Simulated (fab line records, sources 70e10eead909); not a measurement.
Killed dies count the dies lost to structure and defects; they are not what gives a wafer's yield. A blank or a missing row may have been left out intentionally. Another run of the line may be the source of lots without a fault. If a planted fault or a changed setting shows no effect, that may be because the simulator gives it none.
fab line records / flow nandHarc / part 2 of 2: steps 27 to 32 of 32
[record] lots = 5 wafers = 15 lastDay = 23
route steps=1159 shown A_STAIRCASE@734 A_SGD_CUT@747
lots with no fault: from the same line, run without faults
startH: hours from the record's first day to the start of the lot's first wafer shown / waitH: hours from the lot's prior step to this one / " identical to the entry in the row above / L1.1+2: a row that stands for several wafers / - value missing, or start not given / * or withheld: withheld / < > ~ a bound
route shown NAME@n: NAME is a module with steps in the file, n the number in the route of the first one / usual: the fault-free wafers' mean and standard deviation / same: alike in all rows / chamber/n: place in a boat / sites: readings site by site / _std_site: the standard deviation of these / _edge_site: outer sites' mean less inner sites' / radiusMm: how far each site lies from the wafer's centre / mask NAME#n: copy n / behind: the most recent tool/chamber to have shaped the wafer / hold: what put the lot on hold/how long, in hours/how the hold closed / device: whichever transistor did not switch (one of n, p or np) / end of line: tests run on the same wafers once the route is complete / where a step has no rows: the recipe by itself / killed: not the wafer's yield, but the dies lost to structure and defects at the first sort / map: a wafer's dies, x killed, . not, _ none there
set.NAME: setting as actually run; set.NAME@STEP: the setting as run at that earlier step / model.NAME: the simulator's own value behind a step, which no gauge read
lots at selected steps of the route; one table per step, one row per wafer
services: a tool's chamber out of use, with start hour (startH, from the record's first day; less than 0 if before it), hours out, and reason
[[steps]]
[step NHARC_A_SGD_CUT_ETCH_58]
[recipe] targetDepthA = 390 overEtchFrac = 0.3 timeS = 65 ionEnergyEv = 80 cf4FlowSccm = 150 arFlowSccm = 0 rfW = 300 biasW = 100 chemistry = CF4
[usual] drypumpMotorCurrentA = 5.7/0.45 oesProductAu = 0.998/0.0094 rfFwdPowerW = 296.9/1.2 rfVppV = 151.2/1.3 showerheadPlenumPTorr = 1.76/0.075 throttleValvePct = 13.283/0.0093
[same] overEtchFrac = 0.3
lot.wafer=L074.2 tool=rieDiel-01 chamber=3 startH=305.58 waitH=0.1 drypumpMotorCurrentA=6.2 oesProductAu=0.995 rfFwdPowerW=295.6 rfHoursCounterH=18 rfVppV=152.3 showerheadPlenumPTorr=1.80 throttleValvePct=13.294
lot.wafer=L074.3 tool=rieDiel-01 chamber=1 startH=305.58 waitH=0.1 drypumpMotorCurrentA=5.3 oesProductAu=1.009 rfFwdPowerW=296.6 rfHoursCounterH=17 rfVppV=150.7 showerheadPlenumPTorr=1.69 throttleValvePct=13.285
lot.wafer=L074.6 tool=rieDiel-01 chamber=2 startH=305.58 waitH=0.1 drypumpMotorCurrentA=5.6 oesProductAu=0.999 rfFwdPowerW=297.8 rfHoursCounterH=- rfVppV=150.2 showerheadPlenumPTorr=1.67 throttleValvePct=13.276
lot.wafer=L081.4 tool=rieDiel-05 chamber=2 startH=339.92 waitH=0.1 drypumpMotorCurrentA=6.4 oesProductAu=0.996 rfFwdPowerW=294.7 rfHoursCounterH=10 rfVppV=149.7 showerheadPlenumPTorr=1.71 throttleValvePct=13.291
lot.wafer=L081.1 tool=rieDiel-05 chamber=3 startH=339.92 waitH=0.1 drypumpMotorCurrentA=5.9 oesProductAu=1.012 rfFwdPowerW=297.6 rfHoursCounterH=10 rfVppV=153.5 showerheadPlenumPTorr=1.84 throttleValvePct=13.289
lot.wafer=L081.6 tool=rieDiel-05 chamber=2 startH=339.92 waitH=0.1 drypumpMotorCurrentA=6.5 oesProductAu=0.993 rfFwdPowerW=294.8 rfHoursCounterH=- rfVppV=151.3 showerheadPlenumPTorr=1.71 throttleValvePct=13.274
lot.wafer=L082.2 tool=rieDiel-01 chamber=2 startH=353.84 waitH=0.1 drypumpMotorCurrentA=5.6 oesProductAu=0.991 rfFwdPowerW=298.5 rfHoursCounterH=5 rfVppV=150.6 showerheadPlenumPTorr=1.66 throttleValvePct=13.305
lot.wafer=L082.4 tool=rieDiel-01 chamber=1 startH=353.84 waitH=0.1 drypumpMotorCurrentA=5.4 oesProductAu=0.984 rfFwdPowerW=295.8 rfHoursCounterH=- rfVppV=150.3 showerheadPlenumPTorr=1.69 throttleValvePct=13.270
lot.wafer=L082.5 tool=rieDiel-01 chamber=2 startH=353.84 waitH=0.1 drypumpMotorCurrentA=5.6 oesProductAu=0.986 rfFwdPowerW=297.6 rfHoursCounterH=- rfVppV=149.2 showerheadPlenumPTorr=1.66 throttleValvePct=13.281
lot.wafer=L083.2 tool=rieDiel-05 chamber=0 startH=363.79 waitH=0.1 drypumpMotorCurrentA=5.3 oesProductAu=0.994 rfFwdPowerW=295.8 rfHoursCounterH=2 rfVppV=152.0 showerheadPlenumPTorr=1.78 throttleValvePct=13.275
lot.wafer=L083.4 tool=rieDiel-05 chamber=2 startH=363.79 waitH=0.1 drypumpMotorCurrentA=6.4 oesProductAu=0.994 rfFwdPowerW=297.1 rfHoursCounterH=2 rfVppV=150.0 showerheadPlenumPTorr=1.71 throttleValvePct=13.275
lot.wafer=L083.6 tool=rieDiel-05 chamber=0 startH=363.79 waitH=0.1 drypumpMotorCurrentA=5.3 oesProductAu=1.002 rfFwdPowerW=297.1 rfHoursCounterH=- rfVppV=153.2 showerheadPlenumPTorr=1.78 throttleValvePct=13.283
lot.wafer=L091.2 tool=rieDiel-01 chamber=0 startH=405.16 waitH=0.1 drypumpMotorCurrentA=5.6 oesProductAu=1.005 rfFwdPowerW=297.7 rfHoursCounterH=7 rfVppV=151.1 showerheadPlenumPTorr=1.73 throttleValvePct=13.287
lot.wafer=L091.1 tool=rieDiel-01 chamber=1 startH=405.16 waitH=0.1 drypumpMotorCurrentA=5.4 oesProductAu=0.995 rfFwdPowerW=295.5 rfHoursCounterH=10 rfVppV=151.1 showerheadPlenumPTorr=1.69 throttleValvePct=13.289
lot.wafer=L091.4 tool=rieDiel-01 chamber=3 startH=405.16 waitH=0.1 drypumpMotorCurrentA=6.2 oesProductAu=1.000 rfFwdPowerW=295.7 rfHoursCounterH=6 rfVppV=151.6 showerheadPlenumPTorr=1.80 throttleValvePct=13.287
[step NHARC_A_SGD_CUT_ETCH_59]
[recipe] targetDepthA = 2600 overEtchFrac = 0.25 timeS = 406.25 ionEnergyEv = 200 n2FlowSccm = 150 h2FlowSccm = 150 arFlowSccm = 0 rfW = 400 biasW = 150 chemistry = N2/H2
[usual] drypumpMotorCurrentA = 5.6/0.46 oesProductAu = 0.998/0.0092 rfFwdPowerW = 399.1/1.1 rfVppV = 430.1/2.8 showerheadPlenumPTorr = 2.03/0.099 throttleValvePct = 14.171/0.0084
[same] overEtchFrac = 0.25
lot.wafer=L074.3 tool=rieDiel-01 chamber=2 startH=- waitH=- drypumpMotorCurrentA=5.6 oesProductAu=0.995 rfFwdPowerW=401.6 rfHoursCounterH=18 rfVppV=426.4 showerheadPlenumPTorr=1.91 throttleValvePct=14.168
lot.wafer=L074.2 tool=rieDiel-01 chamber=0 startH=- waitH=- drypumpMotorCurrentA=5.6 oesProductAu=0.995 rfFwdPowerW=399.1 rfHoursCounterH=19 rfVppV=429.8 showerheadPlenumPTorr=1.99 throttleValvePct=14.172
lot.wafer=L074.6 tool=rieDiel-01 chamber=1 startH=- waitH=- drypumpMotorCurrentA=5.3 oesProductAu=1.008 rfFwdPowerW=400.4 rfHoursCounterH=- rfVppV=427.5 showerheadPlenumPTorr=1.94 throttleValvePct=14.156
lot.wafer=L081.4 tool=rieDiel-05 chamber=0 startH=- waitH=- drypumpMotorCurrentA=5.4 oesProductAu=0.999 rfFwdPowerW=400.1 rfHoursCounterH=11 rfVppV=430.3 showerheadPlenumPTorr=2.06 throttleValvePct=14.153
lot.wafer=L081.1 tool=rieDiel-05 chamber=1 startH=- waitH=- drypumpMotorCurrentA=5.2 oesProductAu=0.997 rfFwdPowerW=397.3 rfHoursCounterH=12 rfVppV=432.0 showerheadPlenumPTorr=2.10 throttleValvePct=14.177
lot.wafer=L081.6 tool=rieDiel-05 chamber=0 startH=- waitH=- drypumpMotorCurrentA=5.3 oesProductAu=0.986 rfFwdPowerW=399.4 rfHoursCounterH=- rfVppV=430.2 showerheadPlenumPTorr=2.06 throttleValvePct=14.166
lot.wafer=L082.2 tool=rieDiel-01 chamber=2 startH=- waitH=- drypumpMotorCurrentA=5.7 oesProductAu=0.991 rfFwdPowerW=397.3 rfHoursCounterH=5 rfVppV=427.5 showerheadPlenumPTorr=1.91 throttleValvePct=14.179
lot.wafer=L082.4 tool=rieDiel-01 chamber=2 startH=- waitH=- drypumpMotorCurrentA=5.7 oesProductAu=0.987 rfFwdPowerW=399.3 rfHoursCounterH=- rfVppV=426.1 showerheadPlenumPTorr=1.91 throttleValvePct=14.176
lot.wafer=L082.5 tool=rieDiel-01 chamber=0 startH=- waitH=- drypumpMotorCurrentA=5.6 oesProductAu=0.998 rfFwdPowerW=400.7 rfHoursCounterH=- rfVppV=430.0 showerheadPlenumPTorr=1.99 throttleValvePct=14.167
lot.wafer=L083.4 tool=rieDiel-05 chamber=0 startH=- waitH=- drypumpMotorCurrentA=5.3 oesProductAu=1.015 rfFwdPowerW=397.7 rfHoursCounterH=2 rfVppV=431.7 showerheadPlenumPTorr=2.06 throttleValvePct=14.176
lot.wafer=L083.2 tool=rieDiel-05 chamber=3 startH=- waitH=- drypumpMotorCurrentA=5.9 oesProductAu=0.989 rfFwdPowerW=398.9 rfHoursCounterH=2 rfVppV=433.2 showerheadPlenumPTorr=2.13 throttleValvePct=14.160
lot.wafer=L083.6 tool=rieDiel-05 chamber=1 startH=- waitH=- drypumpMotorCurrentA=5.1 oesProductAu=0.997 rfFwdPowerW=398.1 rfHoursCounterH=- rfVppV=430.6 showerheadPlenumPTorr=2.10 throttleValvePct=14.159
lot.wafer=L091.2 tool=rieDiel-01 chamber=1 startH=- waitH=- drypumpMotorCurrentA=5.3 oesProductAu=0.994 rfFwdPowerW=397.6 rfHoursCounterH=10 rfVppV=429.2 showerheadPlenumPTorr=1.94 throttleValvePct=14.178
lot.wafer=L091.4 tool=rieDiel-01 chamber=2 startH=- waitH=- drypumpMotorCurrentA=5.6 oesProductAu=0.998 rfFwdPowerW=398.3 rfHoursCounterH=9 rfVppV=426.4 showerheadPlenumPTorr=1.90 throttleValvePct=14.185
lot.wafer=L091.1 tool=rieDiel-01 chamber=3 startH=- waitH=- drypumpMotorCurrentA=6.3 oesProductAu=1.009 rfFwdPowerW=399.8 rfHoursCounterH=6 rfVppV=431.1 showerheadPlenumPTorr=2.07 throttleValvePct=14.166
[step NHARC_A_SGD_CUT_ETCH_15]
[recipe] targetDepthA = 750 timeS = 64.3 ch3fFlowSccm = 50 o2FlowSccm = 30 arFlowSccm = 200 rfW = 500 biasW = 100 chemistry = CH3F/O2
[usual] drypumpMotorCurrentA = 5.7/0.45 oesProductAu = 0.961/0.016 rfFwdPowerW = 494.7/1.8 rfVppV = 263.5/1.8 showerheadPlenumPTorr = 2.44/0.11 throttleValvePct = 20.663/0.0086
lot.wafer=L074.3 tool=rieDiel-01 chamber=3 startH=- waitH=- drypumpMotorCurrentA=6.3 oesProductAu=0.964 rfFwdPowerW=493.7 rfHoursCounterH=18 rfVppV=264.0 showerheadPlenumPTorr=2.50 throttleValvePct=20.659
lot.wafer=L074.2 tool=rieDiel-01 chamber=0 startH=- waitH=- drypumpMotorCurrentA=5.6 oesProductAu=0.953 rfFwdPowerW=496.5 rfHoursCounterH=19 rfVppV=263.4 showerheadPlenumPTorr=2.40 throttleValvePct=20.676
lot.wafer=L074.6 tool=rieDiel-01 chamber=0 startH=- waitH=- drypumpMotorCurrentA=5.6 oesProductAu=0.959 rfFwdPowerW=493.5 rfHoursCounterH=- rfVppV=264.2 showerheadPlenumPTorr=2.40 throttleValvePct=20.654
lot.wafer=L081.1 tool=rieDiel-05 chamber=0 startH=- waitH=- drypumpMotorCurrentA=5.3 oesProductAu=0.947 rfFwdPowerW=491.3 rfHoursCounterH=11 rfVppV=264.2 showerheadPlenumPTorr=2.48 throttleValvePct=20.684
lot.wafer=L081.4 tool=rieDiel-05 chamber=2 startH=- waitH=- drypumpMotorCurrentA=6.5 oesProductAu=0.967 rfFwdPowerW=493.2 rfHoursCounterH=10 rfVppV=261.9 showerheadPlenumPTorr=2.38 throttleValvePct=20.651
lot.wafer=L081.6 tool=rieDiel-05 chamber=0 startH=- waitH=- drypumpMotorCurrentA=5.3 oesProductAu=0.943 rfFwdPowerW=495.4 rfHoursCounterH=- rfVppV=264.4 showerheadPlenumPTorr=2.48 throttleValvePct=20.664
lot.wafer=L082.2 tool=rieDiel-01 chamber=1 startH=- waitH=- drypumpMotorCurrentA=5.3 oesProductAu=0.949 rfFwdPowerW=494.5 rfHoursCounterH=5 rfVppV=261.7 showerheadPlenumPTorr=2.34 throttleValvePct=20.670
lot.wafer=L082.5 tool=rieDiel-01 chamber=2 startH=- waitH=- drypumpMotorCurrentA=5.6 oesProductAu=0.958 rfFwdPowerW=493.7 rfHoursCounterH=- rfVppV=261.5 showerheadPlenumPTorr=2.31 throttleValvePct=20.645
lot.wafer=L082.4 tool=rieDiel-01 chamber=0 startH=- waitH=- drypumpMotorCurrentA=5.6 oesProductAu=0.963 rfFwdPowerW=495.4 rfHoursCounterH=- rfVppV=263.7 showerheadPlenumPTorr=2.40 throttleValvePct=20.661
lot.wafer=L083.2 tool=rieDiel-05 chamber=0 startH=- waitH=- drypumpMotorCurrentA=5.3 oesProductAu=0.967 rfFwdPowerW=492.9 rfHoursCounterH=2 rfVppV=267.0 showerheadPlenumPTorr=2.48 throttleValvePct=20.651
lot.wafer=L083.4 tool=rieDiel-05 chamber=2 startH=- waitH=- drypumpMotorCurrentA=6.4 oesProductAu=0.949 rfFwdPowerW=493.7 rfHoursCounterH=2 rfVppV=263.6 showerheadPlenumPTorr=2.38 throttleValvePct=20.657
lot.wafer=L083.6 tool=rieDiel-05 chamber=3 startH=- waitH=- drypumpMotorCurrentA=5.9 oesProductAu=0.961 rfFwdPowerW=496.4 rfHoursCounterH=- rfVppV=263.7 showerheadPlenumPTorr=2.56 throttleValvePct=20.663
lot.wafer=L091.1 tool=rieDiel-01 chamber=3 startH=- waitH=- drypumpMotorCurrentA=6.3 oesProductAu=0.983 rfFwdPowerW=491.5 rfHoursCounterH=6 rfVppV=262.7 showerheadPlenumPTorr=2.50 throttleValvePct=20.664
lot.wafer=L091.4 tool=rieDiel-01 chamber=0 startH=- waitH=- drypumpMotorCurrentA=5.6 oesProductAu=0.963 rfFwdPowerW=495.3 rfHoursCounterH=8 rfVppV=264.7 showerheadPlenumPTorr=2.40 throttleValvePct=20.668
lot.wafer=L091.2 tool=rieDiel-01 chamber=1 startH=- waitH=- drypumpMotorCurrentA=5.3 oesProductAu=0.962 rfFwdPowerW=494.3 rfHoursCounterH=10 rfVppV=262.6 showerheadPlenumPTorr=2.34 throttleValvePct=20.663
[step NHARC_A_SGD_CUT_ETCH_16]
[recipe] targetDepthA = 3105 timeS = 155.2 c4f8FlowSccm = withheld o2FlowSccm = 8 arFlowSccm = withheld rfW = 600 biasW = 800 chemistry = C4F8/O2/Ar
[usual] oesProductAu = 0.970/0.013 rfFwdPowerW = 597.1/1.9 rfVppV = 722/4.5
lot.wafer=L074.3 tool=rieDiel-01 chamber=2 startH=- waitH=- oesProductAu=0.977 rfFwdPowerW=600.4 rfHoursCounterH=18 rfVppV=718
lot.wafer=L074.2 tool=rieDiel-01 chamber=0 startH=- waitH=- oesProductAu=0.977 rfFwdPowerW=600.9 rfHoursCounterH=19 rfVppV=719
lot.wafer=L074.6 tool=rieDiel-01 chamber=3 startH=- waitH=- oesProductAu=0.973 rfFwdPowerW=598.5 rfHoursCounterH=- rfVppV=725
lot.wafer=L081.1 tool=rieDiel-05 chamber=3 startH=- waitH=- oesProductAu=0.985 rfFwdPowerW=596.0 rfHoursCounterH=10 rfVppV=728
lot.wafer=L081.4 tool=rieDiel-05 chamber=1 startH=- waitH=- oesProductAu=0.961 rfFwdPowerW=594.4 rfHoursCounterH=12 rfVppV=726
lot.wafer=L081.6 tool=rieDiel-05 chamber=2 startH=- waitH=- oesProductAu=0.964 rfFwdPowerW=600.4 rfHoursCounterH=- rfVppV=720
lot.wafer=L082.2 tool=rieDiel-01 chamber=2 startH=- waitH=- oesProductAu=0.975 rfFwdPowerW=597.5 rfHoursCounterH=5 rfVppV=717
lot.wafer=L082.5 tool=rieDiel-01 chamber=2 startH=- waitH=- oesProductAu=0.982 rfFwdPowerW=599.4 rfHoursCounterH=- rfVppV=717
lot.wafer=L082.4 tool=rieDiel-01 chamber=1 startH=- waitH=- oesProductAu=0.966 rfFwdPowerW=598.0 rfHoursCounterH=- rfVppV=718
lot.wafer=L083.4 tool=rieDiel-05 chamber=1 startH=- waitH=- oesProductAu=0.962 rfFwdPowerW=597.3 rfHoursCounterH=2 rfVppV=724
lot.wafer=L083.2 tool=rieDiel-05 chamber=2 startH=- waitH=- oesProductAu=0.948 rfFwdPowerW=594.8 rfHoursCounterH=2 rfVppV=720
lot.wafer=L083.6 tool=rieDiel-05 chamber=0 startH=- waitH=- oesProductAu=0.978 rfFwdPowerW=597.3 rfHoursCounterH=- rfVppV=723
lot.wafer=L091.4 tool=rieDiel-01 chamber=1 startH=- waitH=- oesProductAu=0.953 rfFwdPowerW=595.7 rfHoursCounterH=10 rfVppV=719
lot.wafer=L091.2 tool=rieDiel-01 chamber=2 startH=- waitH=- oesProductAu=0.972 rfFwdPowerW=591.8 rfHoursCounterH=9 rfVppV=717
lot.wafer=L091.1 tool=rieDiel-01 chamber=3 startH=- waitH=- oesProductAu=0.994 rfFwdPowerW=596.6 rfHoursCounterH=6 rfVppV=723
[step NHARC_A_SGD_CUT_STRIP_60]
[recipe] c4f8FlowSccm = withheld o2FlowSccm = 8 arFlowSccm = withheld biasW = 0 chemistry = C4F8/O2/Ar
lot.wafer=L074.3+2+6 tool=rieDiel-01 chamber=3,2,0 startH=- waitH=-
lot.wafer=L081.1+4+6 tool=rieDiel-05 chamber=2,3,3 startH=- waitH=-
lot.wafer=L082.2+5+4 tool=rieDiel-01 chamber=1,1,2 startH=- waitH=-
lot.wafer=L083.4+2+6 tool=rieDiel-05 chamber=3,1,2 startH=- waitH=-
lot.wafer=L091.4+2+1 tool=rieDiel-01 chamber=1,2,3 startH=- waitH=-
[step NHARC_A_SGD_CUT_STRIP_17]
[recipe] o2FlowSccm = 500 arFlowSccm = 0 biasW = 0 chemistry = O2
[usual] drypumpMotorCurrentA = 5.7/0.44 oesProductAu = 0.996/0.0083 rfVppV = 57.7/0.84 showerheadPlenumPTorr = 3.48/0.15 throttleValvePct = 17.038/0.0087
lot.wafer=L074.2 tool=rieDiel-01 chamber=3 startH=- waitH=- drypumpMotorCurrentA=6.2 oesProductAu=0.987 rfHoursCounterH=18 rfVppV=57.9 showerheadPlenumPTorr=3.59 throttleValvePct=17.045
lot.wafer=L074.3 tool=rieDiel-01 chamber=0 startH=- waitH=- drypumpMotorCurrentA=5.6 oesProductAu=0.990 rfHoursCounterH=19 rfVppV=58.6 showerheadPlenumPTorr=3.45 throttleValvePct=17.038
lot.wafer=L074.6 tool=rieDiel-01 chamber=2 startH=- waitH=- drypumpMotorCurrentA=5.6 oesProductAu=0.996 rfHoursCounterH=- rfVppV=57.7 showerheadPlenumPTorr=3.32 throttleValvePct=17.035
lot.wafer=L081.4 tool=rieDiel-01 chamber=3 startH=340.61 waitH=- drypumpMotorCurrentA=6.3 oesProductAu=0.991 rfHoursCounterH=3 rfVppV=56.9 showerheadPlenumPTorr=3.58 throttleValvePct=17.034
lot.wafer=L081.1 tool=rieDiel-01 chamber=1 startH=340.61 waitH=- drypumpMotorCurrentA=5.4 oesProductAu=0.982 rfHoursCounterH=3 rfVppV=57.4 showerheadPlenumPTorr=3.37 throttleValvePct=17.020
lot.wafer=L081.6 tool=rieDiel-01 chamber=3 startH=340.61 waitH=- drypumpMotorCurrentA=6.2 oesProductAu=0.987 rfHoursCounterH=- rfVppV=57.4 showerheadPlenumPTorr=3.58 throttleValvePct=17.032
lot.wafer=L082.2 tool=rieDiel-01 chamber=2 startH=- waitH=- drypumpMotorCurrentA=5.6 oesProductAu=0.990 rfHoursCounterH=5 rfVppV=55.9 showerheadPlenumPTorr=3.32 throttleValvePct=17.039
lot.wafer=L082.4 tool=rieDiel-01 chamber=2 startH=- waitH=- drypumpMotorCurrentA=5.6 oesProductAu=1.003 rfHoursCounterH=- rfVppV=57.4 showerheadPlenumPTorr=3.32 throttleValvePct=17.048
lot.wafer=L082.5 tool=rieDiel-01 chamber=0 startH=- waitH=- drypumpMotorCurrentA=5.6 oesProductAu=1.002 rfHoursCounterH=- rfVppV=58.2 showerheadPlenumPTorr=3.45 throttleValvePct=17.034
lot.wafer=L083.4 tool=rieDiel-05 chamber=0 startH=- waitH=- drypumpMotorCurrentA=5.3 oesProductAu=1.005 rfHoursCounterH=2 rfVppV=57.3 showerheadPlenumPTorr=3.56 throttleValvePct=17.040
lot.wafer=L083.2 tool=rieDiel-05 chamber=1 startH=- waitH=- drypumpMotorCurrentA=5.1 oesProductAu=0.995 rfHoursCounterH=2 rfVppV=58.0 showerheadPlenumPTorr=3.62 throttleValvePct=17.026
lot.wafer=L083.6 tool=rieDiel-05 chamber=2 startH=- waitH=- drypumpMotorCurrentA=6.5 oesProductAu=0.996 rfHoursCounterH=- rfVppV=56.8 showerheadPlenumPTorr=3.41 throttleValvePct=17.041
lot.wafer=L091.1 tool=rieDiel-01 chamber=0 startH=- waitH=- drypumpMotorCurrentA=5.6 oesProductAu=1.002 rfHoursCounterH=8 rfVppV=56.0 showerheadPlenumPTorr=3.45 throttleValvePct=17.035
lot.wafer=L091.2 tool=rieDiel-01 chamber=1 startH=- waitH=- drypumpMotorCurrentA=5.4 oesProductAu=0.991 rfHoursCounterH=10 rfVppV=56.6 showerheadPlenumPTorr=3.37 throttleValvePct=17.039
lot.wafer=L091.4 tool=rieDiel-01 chamber=2 startH=- waitH=- drypumpMotorCurrentA=5.6 oesProductAu=1.008 rfHoursCounterH=9 rfVppV=56.4 showerheadPlenumPTorr=3.32 throttleValvePct=17.050
[[services]]
tool=rieDiel-09 chamber=3 startH=280.83 hours=3.4 kind=repair
tool=cmp-01 chamber=- startH=282.19 hours=4.0 kind=pm
tool=wetBench-09 chamber=- startH=288.80 hours=8.0 kind=pm
tool=lithoTrack-06 chamber=- startH=292.00 hours=7.0 kind=pm
tool=rieDiel-13 chamber=- startH=296.68 hours=1.2 kind=repair
tool=pecvd-01 chamber=- startH=297.15 hours=0.7 kind=repair
tool=cmp-04 chamber=- startH=301.00 hours=4.0 kind=pm
tool=rieDiel-08 chamber=- startH=302.89 hours=9.0 kind=pm
tool=rieDiel-09 chamber=0 startH=305.02 hours=1.4 kind=repair
tool=arfiScanner-03 chamber=- startH=312.00 hours=4.0 kind=pm
tool=rieDiel-05 chamber=2 startH=313.88 hours=9.6 kind=repair
tool=rieDiel-01 chamber=- startH=314.80 hours=9.0 kind=pm
tool=lithoTrack-04 chamber=- startH=316.00 hours=7.0 kind=pm
tool=wetBench-03 chamber=- startH=322.40 hours=8.0 kind=pm
tool=rieDiel-01 chamber=0 startH=332.69 hours=2.6 kind=repair
tool=pecvd-02 chamber=- startH=334.32 hours=13.0 kind=pm
tool=rieDiel-05 chamber=- startH=340.60 hours=9.0 kind=pm
tool=rieDiel-01 chamber=1 startH=342.34 hours=2.6 kind=repair
tool=rieDiel-01 chamber=3 startH=342.38 hours=15.7 kind=repair
tool=rieDiel-01 chamber=0 startH=345.56 hours=6.6 kind=repair
tool=pecvd-01 chamber=- startH=348.78 hours=1.0 kind=repair
tool=cmp-01 chamber=- startH=380.34 hours=4.0 kind=pm
tool=wetBench-01 chamber=- startH=389.72 hours=8.0 kind=pm
tool=rieDiel-08 chamber=0 startH=397.27 hours=2.3 kind=repair
